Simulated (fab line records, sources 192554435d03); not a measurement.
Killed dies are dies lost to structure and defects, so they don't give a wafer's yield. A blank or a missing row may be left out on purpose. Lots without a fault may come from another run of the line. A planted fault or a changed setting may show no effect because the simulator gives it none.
fab line records | flow n5_finfet
record lots=4 wafers=10 last_day=17
route steps=1938 shown BEOL_M5@1112
lots that met no fault: from a run of the same line without faults
start_h: hours from the record's first day to the start of the lot's first wafer shown | wait_h: hours since the lot's step before | " the same as in the row above | L1.1+2: a row that stands for several wafers | - no value, or no start given | * or withheld: withheld | < > ~ a bound
route shown NAME@n: a module of which the file shows steps, and the number in the route of the first | usual: mean/standard deviation of fault-free wafers | same: alike in all rows | chamber/n: place in a boat | sites: the reading at each site | _std_site: their standard deviation | _edge_site: outer sites' mean less inner sites' | radius_mm: how far each site lies from the wafer's centre | mask NAME#n: copy n | behind: the tool/chamber that last shaped the wafer | hold: why the lot was held/for how many hours/how that ended | device: the transistor (n, p or np) that didn't switch | end of line: the same wafers' tests at the end of the route | a step without rows: its recipe alone | killed: dies lost to structure and defects at the first sort, not the wafer's yield | map: a wafer's dies, x killed, . not, _ none there
set.NAME: the setting as run; set.NAME@STEP: as run at that earlier step | model.NAME: the simulator's own value behind a step, which no gauge read
lots at some steps of the route; a table a step, a row a wafer
services: from which hour (start_h, from the record's first day; less than 0 if before it) a tool's chamber was out of use, for how many hours, and why
## steps
# step N5_BEOL_M5_ILD_DEP_00
# recipe material=SiCOH_lowk target_thk_a=1406.4 temp_c=300 precursor=DEMS/porogen pressure_torr=5 rf_w=500 time_s=25.9
# step N5_BEOL_M5_CURE_79
# recipe temp_c=385 time_s=240 ambient=He/Ar material=SiCOH_lowk
# step N5_BEOL_M5_PECVD_70
# recipe material=SiO2 target_thk_a=160 temp_c=400 precursor=TEOS/O2 pressure_torr=5.5 rf_w=450 teos_flow_sccm=53.8 gas=O2 flow_sccm=3000 time_s=18
# step N5_BEOL_M5_HM_DEP_02
# recipe material=TiN target_thk_a=200 temp_c=25 chamber_pressure_pa=0.49996
# step N5_BEOL_M5_COAT_59
# recipe resist=SOC temp_c=250 time_s=60 spin_rpm=1500 resist_thk_nm=60
# step N5_BEOL_M5_COAT_60
# recipe resist=SiARC temp_c=220 time_s=60 spin_rpm=1500 resist_thk_nm=12
# step N5_BEOL_M5_COAT_71
# recipe resist=underlayer temp_c=205 time_s=60 spin_rpm=1500 resist_thk_nm=5
# step N5_BEOL_M5_COAT_05
# recipe resist=CAR-EUV spin_rpm=1500 resist_thk_nm=30
# step N5_BEOL_M5_EBR_07
# recipe solvent=PGMEA ebr_width_mm=1.5
# step N5_BEOL_M5_SOFTBAKE_06
# recipe temp_c=110 time_s=60 resist=CAR-EUV
# step N5_BEOL_M5_EXPOSE_08
# recipe mask_id=M5 na=0.33 source_shape=annular sigma_inner=0.4 sigma_outer=0.8 polarization=unpolarized target_cd_nm=28 dose_mj=35.75
# usual exposure_dose_mJ_cm2=35.69/0.039
# columns lot.wafer tool chamber start_h wait_h mask exposure_dose_mJ_cm2
L786.1 euv_scanner-02 0 221.16 - M5#0 35.71
L786.5 " 0 " " M5#0 35.65
L786.6 " 0 " " M5#0 35.64
L789.5 euv_scanner-02 0 259.90 - M5#0 35.88
L789.6 " 0 " " M5#0 35.86
L792.2 euv_scanner-02 0 263.03 - M5#0 35.98
L792.6 " 0 " " M5#0 36.00
L801.2 euv_scanner-01 0 306.91 - M5#0 35.65
L801.3 " 0 " " M5#0 35.66
L801.4 " 0 " " M5#0 35.74
# step N5_BEOL_M5_PEB_09
# recipe peb_temp_c=100 peb_time_s=60 resist=CAR-EUV
# step N5_BEOL_M5_DEVELOP_10
# recipe develop_time_s=30 developer=TMAH resist=CAR-EUV rinse_liquid=surfactant_rinse dry=air_spin dev_temp_c=23
# step N5_BEOL_M5_DESCUM_16
# recipe chemistry=O2 time_s=7 source_power_w=50 bias_power_w=20 pressure_mtorr=20 rf_frequency_hz=2.712e+07 temp_c=40 resist=CAR-EUV o2_flow_sccm=225
# usual bias_power_w=19.99/0.061 drypump_motor_current_A=5.6/0.46 oes_product_au=0.82/0.083 rf_vpp_V=243.4/1.6 showerhead_plenum_p_Torr=2.11/0.087 throttle_valve_pct=20.51/0.2
# columns lot.wafer tool chamber start_h wait_h bias_power_w drypump_motor_current_A oes_product_au rf_hours_counter_h rf_vpp_V showerhead_plenum_p_Torr throttle_valve_pct model.BEOL_M5.cd_nm
L786.1 rie_diel-04 1 222.64 1.3 20.03 5.2 0.70 238 241.8 2.05 20.46 27.8
L786.5 " 2 " " 19.92 6.1 0.84 - 245.3 2.20 20.55 27.6
L786.6 " 3 " " 19.98 6.2 0.78 - 241.9 2.03 20.86 28
L789.5 rie_diel-05 3 260.14 0.0 19.98 5.9 0.85 - 245.8 2.21 20.32 27.8
L789.6 " 2 " " 20.13 5.5 0.79 - 241.8 2.02 20.55 27.8
L792.2 rie_diel-02 2 263.27 0.0 19.99 5.8 0.84 56 244.1 2.21 20.35 27.8
L792.6 " 3 " " 19.96 5.7 0.89 - 241.9 2.04 20.44 27.8
L801.2 rie_diel-05 1 307.36 0.2 19.97 6.3 0.68 226 241.9 2.07 20.80 28.4
L801.3 " 3 " " 20.02 5.9 0.82 82 245.4 2.21 20.34 28.2
L801.4 " 0 " " 20.00 5.3 0.97 4 244.8 2.22 20.26 28.4
# step N5_BEOL_M5_ETCH_72
# recipe chemistry=N2/H2 target=underlayer target_depth_a=65 mask_material=CAR-EUV time_s=5.2 ion_energy_ev=200 pressure_mtorr=30 source_w=840 bias_w=150 n2_flow_sccm=200 h2_flow_sccm=200 ends=cleared
# step N5_BEOL_M5_ETCH_61
# recipe chemistry=CF4 target=SiARC target_depth_a=156 mask_material=CAR-EUV time_s=26 ion_energy_ev=80 pressure_mtorr=40 source_w=545 bias_w=36 Ar_flow_sccm=100 cf4_flow_sccm=100 ends=cleared
# step N5_BEOL_M5_ETCH_62
# recipe chemistry=N2/H2 target=SOC target_depth_a=750 overetch_a=150 mask_material=SiARC temp_c=40 time_s=112.5 ion_energy_ev=200 pressure_mtorr=30 source_w=840 bias_w=150 n2_flow_sccm=200 h2_flow_sccm=200
# step N5_BEOL_M5_STRIP_63
# recipe chemistry=N2/H2 temp_c=40 n2_flow_sccm=200 h2_flow_sccm=200 rf_frequency_hz=6e+07
# step N5_BEOL_M5_STRIP_73
# recipe chemistry=N2/H2 temp_c=40 n2_flow_sccm=200 h2_flow_sccm=200 rf_frequency_hz=6e+07
# step N5_BEOL_M5_STRIP_64
# recipe chemistry=CF4 resist=SiARC power_w=300 bias_power_w=75 pressure_mtorr=50 cf4_flow_sccm=150 rf_frequency_hz=6e+07
# step N5_BEOL_M5_HM_OPEN_17
# recipe chemistry=Cl2/BCl3 target_depth_a=200 overetch_a=60 target=TiN mask_material=SOC ion_energy_ev=150 pressure_mtorr=10 icp_w=1000 bias_w=126 Cl2_flow_sccm=53.25 bcl3_flow_sccm=21.75 Ar_flow_sccm=25
# step N5_BEOL_M5_STRIP_19
# recipe chemistry=O2 power_w=400 temp_c=40 pressure_mtorr=30 rf_frequency_hz=6e+07 bias_power_w=0 overash_fraction=0.2 o2_flow_sccm=225
# step N5_BEOL_M5_COAT_65
# recipe resist=SOC temp_c=250 time_s=60 spin_rpm=1500 resist_thk_nm=60
# step N5_BEOL_M5_COAT_66
# recipe resist=SiARC temp_c=220 time_s=60 spin_rpm=1500 resist_thk_nm=12
# step N5_BEOL_M5_COAT_74
# recipe resist=underlayer temp_c=205 time_s=60 spin_rpm=1500 resist_thk_nm=5
# step N5_BEOL_M5_COAT_22
# recipe resist=CAR-EUV spin_rpm=1500 resist_thk_nm=30
# step N5_BEOL_M5_EBR_24
# recipe solvent=PGMEA ebr_width_mm=1.5
# step N5_BEOL_M5_SOFTBAKE_23
# recipe temp_c=110 time_s=60 resist=CAR-EUV
# step N5_BEOL_M5_EXPOSE_25
# recipe mask_id=V4 na=0.33 source_shape=quasar sigma_inner=0.2 sigma_outer=0.6 polarization=unpolarized defocus_nm=10 dose_mj=52.75
# step N5_BEOL_M5_PEB_26
# recipe peb_temp_c=100 peb_time_s=60 resist=CAR-EUV
# step N5_BEOL_M5_DEVELOP_27
# recipe develop_time_s=30 developer=TMAH resist=CAR-EUV rinse_liquid=surfactant_rinse dry=air_spin dev_temp_c=23
# step N5_BEOL_M5_DESCUM_33
# recipe chemistry=O2 time_s=7 source_power_w=50 bias_power_w=20 pressure_mtorr=20 rf_frequency_hz=2.712e+07 temp_c=40 resist=CAR-EUV o2_flow_sccm=225
# step N5_BEOL_M5_ETCH_75
# recipe chemistry=N2/H2 target=underlayer target_depth_a=65 mask_material=CAR-EUV time_s=5.2 ion_energy_ev=200 pressure_mtorr=30 source_w=840 bias_w=150 n2_flow_sccm=200 h2_flow_sccm=200 ends=cleared
# usual drypump_motor_current_A=5.7/0.47 etch_rf_on_time_s=5.20/0.13 oes_product_au=0.69/0.077 rf_vpp_V=525/3.3 showerhead_plenum_p_Torr=2.57/0.1 throttle_valve_pct=18.00/0.22
# columns lot.wafer tool chamber start_h wait_h drypump_motor_current_A etch_rf_on_time_s oes_product_au rf_hours_counter_h rf_vpp_V showerhead_plenum_p_Torr throttle_valve_pct model.BEOL_M5.cd_nm
L786.1 rie_diel-04 2 223.83 0.0 6.1 5.16 0.73 52 528 2.69 18.08 28
L786.5 " 1 " " 5.2 5.35 0.59 - 525 2.50 17.91 27.4
L786.6 " 2 " " 6.1 5.18 0.72 - 528 2.69 18.07 28
L789.5 rie_diel-04 3 261.11 0.0 6.2 5.21 0.66 - 520 2.46 18.33 28
L789.6 " 0 " " 4.8 5.13 0.73 - 527 2.71 17.65 28.2
L792.2 rie_diel-05 3 267.18 0.0 5.9 5.12 0.71 67 529 2.69 17.75 28.4
L792.6 " 3 " " 5.9 5.10 0.72 - 529 2.69 17.77 28.4
L801.2 rie_diel-04 3 310.36 0.0 6.2 5.22 0.65 161 521 2.46 18.36 28.2
L801.3 " 2 " " 6.2 5.19 0.69 79 529 2.68 18.12 28.4
L801.4 " 1 " " 5.2 5.24 0.82 8 526 2.49 17.55 29.2
## services
# columns tool chamber start_h hours kind
rie_diel-05 - 207.71 14.6 pm
euv_scanner-02 - 212.56 4.6 pm
euv_scanner-01 - 212.76 1.0 pm
euv_scanner-01 - 217.13 5.8 pm
euv_scanner-02 - 232.26 14.8 repair
rie_diel-05 1 238.66 19.1 repair
euv_scanner-02 - 247.09 1.0 pm
euv_scanner-01 - 248.10 4.6 pm
rie_diel-02 3 253.47 2.3 repair
rie_diel-04 1 263.33 - clean
rie_diel-04 1 263.33 - consumable_replace:focus_ring
rie_diel-04 1 263.33 21.3 scheduled_down
rie_diel-04 1 263.33 21.3 vent_cycle
rie_diel-05 0 273.24 - clean
rie_diel-05 0 273.24 - consumable_replace:focus_ring
rie_diel-05 0 273.24 - consumable_replace:showerhead
euv_scanner-02 - 284.94 12.0 pm
euv_scanner-02 - 296.94 1.0 pm
euv_scanner-01 - 307.17 13.1 repair
## key
first_sign step=N5_BEOL_M5_EXPOSE_08 reading=exposure_dose_mJ_cm2 direction=up sigmas=6.2 usual=35.69 struck=35.93
effect none on later readings
model_effect step=N5_BEOL_M5_DESCUM_16 value=BEOL_M5.cd_nm without=28.25 struck=27.8
model_effect step=N5_BEOL_M5_ETCH_75 value=BEOL_M5.cd_nm without=28.75 struck=28.25
met_at N5_BEOL_M5_EXPOSE_08
struck_wafers L789.5,L789.6,L792.2,L792.6
loop_trim step=N5_BEOL_M5_EXPOSE_08 setting=dose lots=L789,L792
onset_between 221.16 259.90
fault kind=process_parameter_drift tool=euv_scanner-02 chamber=- onset_h=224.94 steps=N5_BEOL_M5_EXPOSE_08 channel=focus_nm offset=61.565 spread_by_wafer=0.3 shape=step
# loop_trim: a control loop set the setting to another value than it would have without faults
